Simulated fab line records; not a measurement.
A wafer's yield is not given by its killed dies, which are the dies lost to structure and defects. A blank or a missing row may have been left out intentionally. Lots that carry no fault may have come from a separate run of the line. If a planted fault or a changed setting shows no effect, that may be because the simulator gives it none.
fab line records | flow n5_finfet | part 1 of 2: steps 1 to 19 of 26
record: lots: 5 wafers: 15 last_day: 20
route steps=1938 shown FIN_SAQP@104
lots with no fault: from the same line, run without faults
start_h: the number of hours between the record's first day and the start of the first shown wafer of the lot | wait_h: hours from the lot's prior step to this one | " same as the row above | L1.1+2: one row covering several wafers at once | - no value present, or no start provided | * or withheld: withheld | < > ~ a bound
route shown NAME@n: names a module that has steps shown in the file, with the first one's number in the route | usual: mean and standard deviation over wafers with no fault | same: alike in all rows | chamber/n: place in a boat | sites: each site's reading | _std_site: the standard deviation of these | _edge_site: outer sites' mean less inner sites' | radius_mm: how far each site lies from the wafer's centre | mask NAME#n: copy n | behind: the tool/chamber that last shaped the wafer | hold: cause of the lot's hold/its duration in hours/its outcome | device: the transistor (n, p or np) that didn't switch | end of line: the same wafers' tests at the end of the route | a step with no rows: only its recipe | killed: not the wafer's yield, but the dies lost to structure and defects at the first sort | map: a wafer's dies, x killed, . not, _ none there
set.NAME: the setting the step ran with; set.NAME@STEP: the setting that earlier step ran with | model.NAME: the simulator's own value behind a step, which no gauge read
a table for each step, a row for each wafer; lots at some steps of the route
services: a tool's chamber out of use, with start hour (start_h, from the record's first day; less than 0 if before it), hours out, and reason
== steps ==
step: N5_FIN_SAQP_COAT_50
recipe: resist: SiARC temp_c: 220 time_s: 60 spin_rpm: 1500 resist_thk_nm: 35
usual: resist_line_temp_C: 23.02/0.1
columns lot.wafer tool chamber start_h wait_h resist_line_temp_C
L079.1 litho_track-03 0 - - 22.92
L079.5 " 0 " " 23.14
L079.6 " 0 " " 23.06
L092.2 litho_track-02 0 - - 22.88
L092.3 " 0 " " 22.89
L092.5 " 0 " " 22.98
L093.2 litho_track-03 0 - - 23.15
L093.3 " 0 " " 23.08
L093.4 " 0 " " 23.15
L096.1 litho_track-01 0 - - 23.01
L096.5 " 0 " " 23.02
L096.6 " 0 " " 23.04
L097.3 litho_track-02 0 - - 23.05
L097.5 " 0 " " 23.03
L097.6 " 0 " " 23.22
step: N5_FIN_SAQP_COAT_10
recipe: resist: CAR-ArF spin_rpm: 1500 resist_thk_nm: 90
usual: resist_line_temp_C: 22.96/0.11
columns lot.wafer tool chamber start_h wait_h resist_line_temp_C
L079.1 litho_track-03 0 - - 22.81
L079.5 " 0 " " 22.84
L079.6 " 0 " " 22.92
L092.2 litho_track-02 0 - - 22.81
L092.3 " 0 " " 22.92
L092.5 " 0 " " 22.79
L093.2 litho_track-03 0 - - 22.97
L093.3 " 0 " " 22.91
L093.4 " 0 " " 22.71
L096.1 litho_track-01 0 - - 22.79
L096.5 " 0 " " 22.90
L096.6 " 0 " " 22.89
L097.3 litho_track-02 0 - - 23.07
L097.5 " 0 " " 22.94
L097.6 " 0 " " 22.98
step: N5_FIN_SAQP_EBR_12
recipe: solvent: PGMEA ebr_width_mm: 1.5
usual: resist_line_temp_C: 23.00/0.12
columns lot.wafer tool chamber start_h wait_h resist_line_temp_C
L079.1 litho_track-03 0 - - 23.03
L079.5 " 0 " " 23.09
L079.6 " 0 " " 23.11
L092.2 litho_track-02 0 - - 22.76
L092.3 " 0 " " 22.82
L092.5 " 0 " " 22.93
L093.2 litho_track-03 0 - - 23.12
L093.3 " 0 " " 22.98
L093.4 " 0 " " 23.01
L096.1 litho_track-01 0 - - 22.83
L096.5 " 0 " " 22.77
L096.6 " 0 " " 22.96
L097.3 litho_track-02 0 - - 22.88
L097.5 " 0 " " 22.82
L097.6 " 0 " " 22.87
step: N5_FIN_SAQP_SOFTBAKE_11
recipe: temp_c: 110 time_s: 60 resist: CAR-ArF
usual: resist_line_temp_C: 23.00/0.11
columns lot.wafer tool chamber start_h wait_h resist_line_temp_C
L079.1 litho_track-03 0 - - 23.06
L079.5 " 0 " " 22.85
L079.6 " 0 " " 23.00
L092.2 litho_track-02 0 - - 23.04
L092.3 " 0 " " 22.99
L092.5 " 0 " " 22.92
L093.2 litho_track-03 0 - - 22.79
L093.3 " 0 " " 22.81
L093.4 " 0 " " 22.80
L096.1 litho_track-01 0 - - 23.11
L096.5 " 0 " " 23.05
L096.6 " 0 " " 22.99
L097.3 litho_track-02 0 - - 23.13
L097.5 " 0 " " 22.90
L097.6 " 0 " " 23.00
step: N5_FIN_SAQP_EXPOSE_13
recipe: mask_id: FIN_CORE na: 1.35 source_shape: dipole sigma_inner: 0.538 sigma_outer: 0.738 polarization: te target_cd_nm: 35.6 dose_mj: 63.25
usual: focus_offset_nm: 0.0/0.49
columns lot.wafer tool chamber start_h wait_h mask focus_offset_nm
L079.1 arfi_scanner-01 0 51.14 - FIN_CORE#0 0.5
L079.5 " 0 " " FIN_CORE#0 1.1
L079.6 " 0 " " FIN_CORE#0 0.0
L092.2 arfi_scanner-02 0 130.09 - FIN_CORE#0 0.6
L092.3 " 0 " " FIN_CORE#0 0.5
L092.5 " 0 " " FIN_CORE#0 -0.2
L093.2 arfi_scanner-01 0 135.70 - FIN_CORE#0 0.4
L093.3 " 0 " " FIN_CORE#0 -0.2
L093.4 " 0 " " FIN_CORE#0 1.1
L096.1 arfi_scanner-01 0 154.29 - FIN_CORE#0 -0.4
L096.5 " 0 " " FIN_CORE#0 -0.4
L096.6 " 0 " " FIN_CORE#0 0.0
L097.3 arfi_scanner-01 0 160.27 - FIN_CORE#0 0.2
L097.5 " 0 " " FIN_CORE#0 0.1
L097.6 " 0 " " FIN_CORE#0 0.5
step: N5_FIN_SAQP_PEB_14
recipe: peb_temp_c: withheld peb_time_s: 60 resist: CAR-ArF
usual: resist_line_temp_C: 22.98/0.1
columns lot.wafer tool chamber start_h wait_h resist_line_temp_C
L079.1 litho_track-03 0 51.20 0.1 23.11
L079.5 " 0 " " 22.97
L079.6 " 0 " " 22.90
L092.2 litho_track-03 0 130.15 0.0 23.04
L092.3 " 0 " " 22.99
L092.5 " 0 " " 22.88
L093.2 litho_track-02 0 135.76 0.0 22.92
L093.3 " 0 " " 22.72
L093.4 " 0 " " 22.86
L096.1 litho_track-01 0 154.35 0.1 23.01
L096.5 " 0 " " 22.96
L096.6 " 0 " " 23.02
L097.3 litho_track-02 0 160.32 0.0 22.93
L097.5 " 0 " " 22.76
L097.6 " 0 " " 22.84
step: N5_FIN_SAQP_DEVELOP_15
recipe: develop_time_s: 30 developer: TMAH resist: CAR-ArF dev_temp_c: 23 rinse_liquid: diw dry: air_spin
usual: resist_line_temp_C: 23.00/0.11
columns lot.wafer tool chamber start_h wait_h resist_line_temp_C
L079.1 litho_track-03 0 - - 22.91
L079.5 " 0 " " 22.99
L079.6 " 0 " " 22.83
L092.2 litho_track-03 0 - - 22.96
L092.3 " 0 " " 23.00
L092.5 " 0 " " 22.96
L093.2 litho_track-02 0 - - 23.33
L093.3 " 0 " " 23.11
L093.4 " 0 " " 23.18
L096.1 litho_track-01 0 - - 22.91
L096.5 " 0 " " 23.00
L096.6 " 0 " " 23.03
L097.3 litho_track-02 0 - - 23.04
L097.5 " 0 " " 22.91
L097.6 " 0 " " 23.02
step: N5_FIN_SAQP_CD_MEAS_16
recipe: target_cd_nm: 35.6 landing_energy_ev: 500 detector: se_inlens
usual: cd_nm: 35.6/0.42
same: landing_energy_ev: 500
columns lot.wafer tool chamber start_h wait_h cd_nm
L079.1 cd_sem-02 0 51.27 - 35.4
L079.5 " 0 " " 35.7
L079.6 " 0 " " 35.5
L092.2 cd_sem-01 0 130.22 - 35.9
L092.3 " 0 " " 36.1
L092.5 " 0 " " 35.9
L093.2 cd_sem-02 0 135.82 - 35.9
L093.3 " 0 " " 35.8
L093.4 " 0 " " 35.6
L096.1 cd_sem-01 0 154.41 - 35.7
L096.5 " 0 " " 35.8
L096.6 " 0 " " 35.4
L097.3 cd_sem-02 0 160.39 - 34.7
L097.5 " 0 " " 35.8
L097.6 " 0 " " 35.6
step: N5_FIN_SAQP_OVL_MEAS_17
recipe: points_per_wafer: 44
usual: FIN_CORE_OVL: 0.1/0.73
same: points_per_wafer: 44
columns lot.wafer tool chamber start_h wait_h FIN_CORE_OVL[nm]
L079.1 overlay-02 0 51.31 0.0 -0.3
L079.5 " 0 " " -0.1
L079.6 " 0 " " 0.4
L092.2 overlay-01 0 130.25 0.0 0.1
L092.3 " 0 " " -0.4
L092.5 " 0 " " -0.6
L093.2 overlay-01 0 135.86 0.0 0.9
L093.3 " 0 " " 1.0
L093.4 " 0 " " 1.0
L096.1 overlay-01 0 154.45 0.0 -1.0
L096.5 " 0 " " -0.2
L096.6 " 0 " " 0.1
L097.3 overlay-01 0 160.46 0.1 -1.0
L097.5 " 0 " " 1.5
L097.6 " 0 " " -0.3
step: N5_FIN_SAQP_INSPECT_18
recipe: mode: adi inspect_instrument: brightfield
usual: raw_defect_count: 422/120
columns lot.wafer tool chamber start_h wait_h raw_defect_count
L079.1 defect_inspect-02 - 51.33 0.0 481
L079.5 " - " " 380
L079.6 " - " " 505
L092.2 defect_inspect-01 - 130.28 0.0 246
L092.3 " - " " 331
L092.5 " - " " 270
L093.2 defect_inspect-02 - 135.89 0.0 584
L093.3 " - " " 659
L093.4 " - " " 592
L096.1 defect_inspect-02 - 154.48 0.0 694
L096.5 " - " " 362
L096.6 " - " " 467
L097.3 defect_inspect-02 - 160.48 0.0 384
L097.5 " - " " 398
L097.6 " - " " 716
step: N5_FIN_SAQP_DESCUM_21
recipe: chemistry: O2 time_s: 7.9 source_power_w: 50 bias_power_w: 20 pressure_mtorr: 20 rf_frequency_hz: 2.712e+07 temp_c: 40 resist: CAR-ArF o2_flow_sccm: 225
usual: drypump_motor_current_A: 5.6/0.52 o2_flow_sccm: 225.0/0.66 oes_product_au: 0.78/0.088 rf_vpp_V: 243.2/1.2 showerhead_plenum_p_Torr: 2.09/0.052 throttle_valve_pct: 20.19/0.22
columns lot.wafer tool chamber start_h wait_h drypump_motor_current_A o2_flow_sccm oes_product_au rf_hours_counter_h rf_vpp_V showerhead_plenum_p_Torr throttle_valve_pct
L079.1 rie_diel-01 1 51.37 0.0 5.1 225.3 0.77 125 243.8 2.20 20.36
L079.5 " 3 " " 5.6 224.0 0.91 - 242.4 2.05 19.96
L079.6 " 0 " " 5.5 224.6 0.75 - 243.0 2.10 20.48
L092.2 rie_diel-01 1 130.31 0.0 5.1 224.2 0.75 146 244.8 2.20 20.39
L092.3 " 0 " " 5.5 224.5 0.73 178 243.7 2.10 20.52
L092.5 " 3 " " 5.7 225.9 0.86 - 241.7 2.05 20.01
L093.2 rie_diel-01 3 135.93 0.0 5.6 224.6 0.87 47 243.2 2.04 20.01
L093.3 " 0 " " 5.5 226.5 0.73 179 242.7 2.10 20.51
L093.4 " 2 " " 5.2 224.4 0.69 219 242.3 2.00 20.33
L096.1 rie_diel-01 1 154.51 0.0 5.1 224.7 0.74 150 243.1 2.19 20.38
L096.5 " 1 " " 5.1 224.8 0.75 - 244.7 2.19 20.38
L096.6 " 0 " " 5.5 225.1 0.73 - 242.4 2.09 20.52
L097.3 rie_diel-04 3 160.52 0.0 6.6 224.6 0.73 202 244.9 2.18 20.29
L097.5 " 1 " " 6.3 225.7 0.90 - 243.2 2.11 20.26
L097.6 " 0 " " 5.7 225.0 0.68 - 243.2 2.07 20.26
step: N5_FIN_SAQP_ETCH_51
recipe: chemistry: CF4 target: SiARC target_depth_a: 455 mask_material: CAR-ArF time_s: 75.8 ion_energy_ev: 80 pressure_mtorr: 40 source_w: 545 bias_w: 36 Ar_flow_sccm: 100 cf4_flow_sccm: 100 ends: cleared
usual: drypump_motor_current_A: 5.6/0.52 etch_rf_on_time_s: 76.6/2 oes_product_au: 0.67/0.071 rf_vpp_V: 184.1/0.99 showerhead_plenum_p_Torr: 2.15/0.044 throttle_valve_pct: 15.45/0.2
columns lot.wafer tool chamber start_h wait_h drypump_motor_current_A etch_rf_on_time_s oes_product_au rf_hours_counter_h rf_vpp_V showerhead_plenum_p_Torr throttle_valve_pct
L079.1 rie_diel-01 1 51.40 0.0 5.1 76.4 0.65 125 186.3 2.23 15.43
L079.5 " 3 " " 5.6 75.4 0.78 - 182.6 2.11 15.19
L079.6 " 0 " " 5.5 76.7 0.63 - 184.6 2.15 15.61
L092.2 rie_diel-01 1 130.35 0.0 5.0 76.6 0.64 146 184.6 2.22 15.46
L092.3 " 0 " " 5.5 76.7 0.61 178 183.1 2.14 15.68
L092.5 " 3 " " 5.6 74.8 0.75 - 183.2 2.10 15.22
L093.2 rie_diel-01 3 135.96 0.0 5.6 74.1 0.75 47 183.3 2.10 15.23
L093.3 " 0 " " 5.5 76.2 0.62 179 184.1 2.14 15.69
L093.4 " 2 " " 5.2 74.3 0.61 219 183.2 2.05 15.54
L096.1 rie_diel-01 1 154.55 0.0 5.0 76.7 0.63 150 184.0 2.22 15.49
L096.5 " 1 " " 5.1 77.1 0.64 - 186.9 2.22 15.48
L096.6 " 0 " " 5.5 77.5 0.62 - 183.3 2.14 15.68
L097.3 rie_diel-04 3 160.55 0.0 6.6 75.5 0.62 202 185.6 2.20 15.47
L097.5 " 1 " " 6.4 75.5 0.77 - 185.2 2.18 15.52
L097.6 " 0 " " 5.7 77.5 0.58 - 183.6 2.13 15.62
step: N5_FIN_SAQP_ETCH_52
recipe: chemistry: N2/H2 target: SOC target_depth_a: 1000 overetch_a: 200 mask_material: SiARC temp_c: 40 time_s: 150 ion_energy_ev: 200 pressure_mtorr: 30 source_w: 840 bias_w: 150 n2_flow_sccm: 200 h2_flow_sccm: 200 ends: end_point
usual: drypump_motor_current_A: 5.6/0.53 h2_flow_sccm: 200.0/0.6 oes_product_au: 0.70/0.073 rf_vpp_V: 524.0/2 showerhead_plenum_p_Torr: 2.55/0.068 throttle_valve_pct: 17.62/0.24
columns lot.wafer tool chamber start_h wait_h drypump_motor_current_A h2_flow_sccm oes_product_au rf_hours_counter_h rf_vpp_V showerhead_plenum_p_Torr throttle_valve_pct
L079.1 rie_diel-01 1 51.46 0.0 5.1 200.0 0.69 125 527.9 2.71 17.99
L079.5 " 3 " " 5.7 200.3 0.81 - 521.9 2.51 17.42
L079.6 " 0 " " 5.5 199.1 0.66 - 523.3 2.55 17.81
L092.2 rie_diel-01 1 130.40 0.0 5.0 200.2 0.68 146 527.9 2.70 18.05
L092.3 " 0 " " 5.5 199.8 0.65 178 524.9 2.54 17.83
L092.5 " 3 " " 5.7 200.1 0.77 - 522.0 2.50 17.45
L093.2 rie_diel-01 3 136.02 0.0 5.7 199.2 0.78 47 521.6 2.50 17.45
L093.3 " 0 " " 5.5 199.1 0.65 179 523.5 2.54 17.84
L093.4 " 2 " " 5.2 200.5 0.63 219 519.8 2.40 17.53
L096.1 rie_diel-01 1 154.60 0.0 5.0 200.5 0.67 150 526.2 2.70 18.04
L096.5 " 1 " " 5.1 200.1 0.67 - 527.6 2.70 18.03
L096.6 " 0 " " 5.5 199.9 0.64 - 524.4 2.53 17.86
L097.3 rie_diel-04 3 160.61 0.0 6.6 200.8 0.64 202 526.9 2.61 17.56
L097.5 " 1 " " 6.4 200.2 0.80 - 525.1 2.61 17.91
L097.6 " 0 " " 5.8 200.6 0.62 - 523.2 2.49 17.55
step: N5_FIN_SAQP_STRIP_53
recipe: chemistry: N2/H2 temp_c: 40 n2_flow_sccm: 200 h2_flow_sccm: 200 rf_frequency_hz: 6e+07
columns lot.wafer tool chamber start_h wait_h
L079.1+5+6 rie_diel-01 1,3,0 51.56 0.0
L092.2+3+5 rie_diel-01 1,0,3 130.50 0.0
L093.2+3+4 rie_diel-01 3,0,2 136.12 0.0
L096.1+5+6 rie_diel-01 1,1,0 154.70 0.0
L097.3+5+6 rie_diel-04 3,1,0 160.70 0.0
step: N5_FIN_SAQP_HM_OPEN_73
recipe: chemistry: CHF3/O2 target: SiO2 stop_on: a-Si target_depth_a: 120 over_etch_frac: 1.8 mask_material: SOC time_s: 16.8 pressure_mtorr: 30 source_w: 650 bias_w: 170 Ar_flow_sccm: 200 CHF3_flow_sccm: 50 O2_flow_sccm: 5 ion_energy_ev: 200 ends: end_point
usual: drypump_motor_current_A: 5.6/0.52 oes_product_au: 0.47/0.049 rf_vpp_V: 526/16 showerhead_plenum_p_Torr: 2.42/0.052 throttle_valve_pct: 18.66/0.2
columns lot.wafer tool chamber start_h wait_h drypump_motor_current_A oes_product_au rf_hours_counter_h rf_vpp_V showerhead_plenum_p_Torr throttle_valve_pct
L079.1 rie_diel-01 1 51.57 0.0 5.1 0.46 125 531 2.52 18.72
L079.5 " 3 " " 5.6 0.54 - 504 2.36 18.36
L079.6 " 0 " " 5.5 0.44 - 538 2.42 18.86
L092.2 rie_diel-01 1 130.51 0.0 5.0 0.45 147 532 2.52 18.75
L092.3 " 0 " " 5.5 0.43 178 538 2.41 18.90
L092.5 " 3 " " 5.6 0.52 - 506 2.35 18.40
L093.2 rie_diel-01 3 136.13 0.0 5.6 0.52 47 503 2.35 18.41
L093.3 " 0 " " 5.5 0.43 179 539 2.41 18.90
L093.4 " 2 " " 5.2 0.42 219 524 2.31 18.77
L096.1 rie_diel-01 1 154.71 0.0 5.0 0.44 150 533 2.51 18.75
L096.5 " 1 " " 5.1 0.45 - 532 2.51 18.76
L096.6 " 0 " " 5.5 0.44 - 537 2.41 18.92
L097.3 rie_diel-04 3 160.71 0.0 6.6 0.43 202 497 2.47 18.55
L097.5 " 1 " " 6.4 0.54 - 546 2.47 18.90
L097.6 " 0 " " 5.8 0.42 - 527 2.41 18.83
step: N5_FIN_SAQP_STRIP_74
recipe: chemistry: CHF3/O2 resist: SiARC rf_frequency_hz: 6e+07
columns lot.wafer tool chamber start_h wait_h
L079.1+5+6 rie_diel-01 1,3,0 51.62 0.0
L092.2+3+5 rie_diel-01 1,0,3 130.56 0.0
L093.2+3+4 rie_diel-01 3,0,2 136.18 0.0
L096.1+5+6 rie_diel-01 1,1,0 154.76 0.0
L097.3+5+6 rie_diel-04 3,1,0 160.77 0.0
step: N5_FIN_SAQP_MANDREL_ETCH_22
recipe: target_depth_a: 600 chemistry: HBr/Cl2 target: a-Si stop_on: SiNx bt_time_s: 10 over_etch_frac: 0.5 time_s: 30 pressure_mtorr: 10 icp_w: 800 bias_w: 75 HBr_flow_sccm: 150 Cl2_flow_sccm: 80 ends: end_point
usual: drypump_motor_current_A: 5.7/0.4 oes_product_au: 0.774/0.013 throttle_valve_pct: 35.3/0.37
columns lot.wafer tool chamber start_h wait_h drypump_motor_current_A oes_product_au rf_hours_counter_h throttle_valve_pct
L079.1 rie_si-04 2 51.65 0.0 5.2 0.787 128 35.4
L079.5 " 1 " " 5.6 0.775 - 35.8
L079.6 " 2 " " 5.2 0.813 - 35.4
L092.2 rie_si-04 1 130.59 0.0 5.6 0.770 37 35.9
L092.3 " 0 " " 6.1 0.770 110 35.5
L092.5 " 3 " " 6.5 0.749 - 35.5
L093.2 rie_si-04 3 136.21 0.0 6.4 0.740 144 35.5
L093.3 " 1 " " 5.6 0.774 37 35.8
L093.4 " 2 " " 5.2 0.786 129 35.4
L096.1 rie_si-02 1 154.79 0.0 5.9 0.770 62 35.5
L096.5 " 0 " " 5.9 0.769 - 35.1
L096.6 " 3 " " 4.8 0.784 - 34.8
L097.3 rie_si-01 3 160.80 0.0 5.8 0.785 107 34.7
L097.5 " 3 " " 5.8 0.784 - 34.7
L097.6 " 0 " " 5.4 0.760 - 35.6
step: N5_FIN_SAQP_STRIP_55
recipe: chemistry: N2/H2 power_w: 500 temp_c: 40 pressure_mtorr: 50 rf_frequency_hz: 6e+07 overash_fraction: 0.3 bias_power_w: 28 h2_frac: 0.5 n2_flow_sccm: 300 h2_flow_sccm: 300
usual: drypump_motor_current_A: 5.6/0.5 h2_flow_sccm: 299.9/0.98 oes_product_au: 0.79/0.087 rf_vpp_V: 121.8/1.3 showerhead_plenum_p_Torr: 3.37/0.098 throttle_valve_pct: 18.6/0.36
same: overash_fraction: 0.3
columns lot.wafer tool chamber start_h wait_h drypump_motor_current_A h2_flow_sccm oes_product_au rf_hours_counter_h rf_vpp_V showerhead_plenum_p_Torr throttle_valve_pct
L079.1 rie_diel-01 0 51.88 0.2 5.5 300.5 0.76 155 122.5 3.36 18.7
L079.5 " 2 " " 5.2 298.9 0.71 - 119.5 3.19 18.2
L079.6 " 3 " " 5.6 300.3 0.91 - 121.9 3.32 18.3
L092.2 rie_diel-01 3 130.69 0.1 5.7 299.9 0.86 46 121.5 3.30 18.4
L092.3 " 2 " " 5.3 299.7 0.69 218 121.3 3.18 18.3
L092.5 " 0 " " 5.5 301.7 0.73 - 123.4 3.35 18.8
L093.2 rie_diel-04 2 136.31 0.1 4.9 300.1 0.76 129 122.4 3.38 18.3
L093.3 " 1 " " 6.4 301.0 0.91 21 121.0 3.45 19.0
L093.4 " 1 " " 6.4 299.7 0.91 - 123.2 3.45 19.0
L096.1 rie_diel-05 2 154.93 0.1 5.4 299.6 0.77 129 121.2 3.36 18.5
L096.5 " 0 " " 5.3 300.3 0.80 - 120.0 3.38 18.4
L096.6 " 3 " " 5.3 298.9 0.96 - 121.2 3.29 18.9
L097.3 rie_diel-05 0 160.90 0.1 5.3 298.5 0.81 96 123.4 3.38 18.4
L097.5 " 3 " " 5.3 301.2 0.96 - 122.7 3.29 18.9
L097.6 " 2 " " 5.4 299.8 0.77 - 122.6 3.36 18.4
step: N5_FIN_SAQP_STRIP_23
recipe: chemistry: SPM time_s: 750 temp_c: 130 h2so4_h2o2_vol_ratio: 4
usual: bath_guard_temp_C: 130.0/0.5
columns lot.wafer tool chamber start_h wait_h bath_guard_temp_C
L079.1 wet_bench-02 5 51.95 - 130.1
L079.5 " 6 " " 130.1
L079.6 " 0 " " 129.9
L092.2 wet_bench-05 4 130.76 - 129.5
L092.3 " 3 " " 130.3
L092.5 " 7 " " 130.0
L093.2 wet_bench-06 3 136.38 - 130.6
L093.3 " 6 " " 129.7
L093.4 " 5 " " 130.3
L096.1 wet_bench-06 7 155.00 - 130.8
L096.5 " 1 " " 129.8
L096.6 " 4 " " 129.3
L097.3 wet_bench-02 1 160.97 - 129.9
L097.5 " 4 " " 129.9
L097.6 " 5 " " 130.5
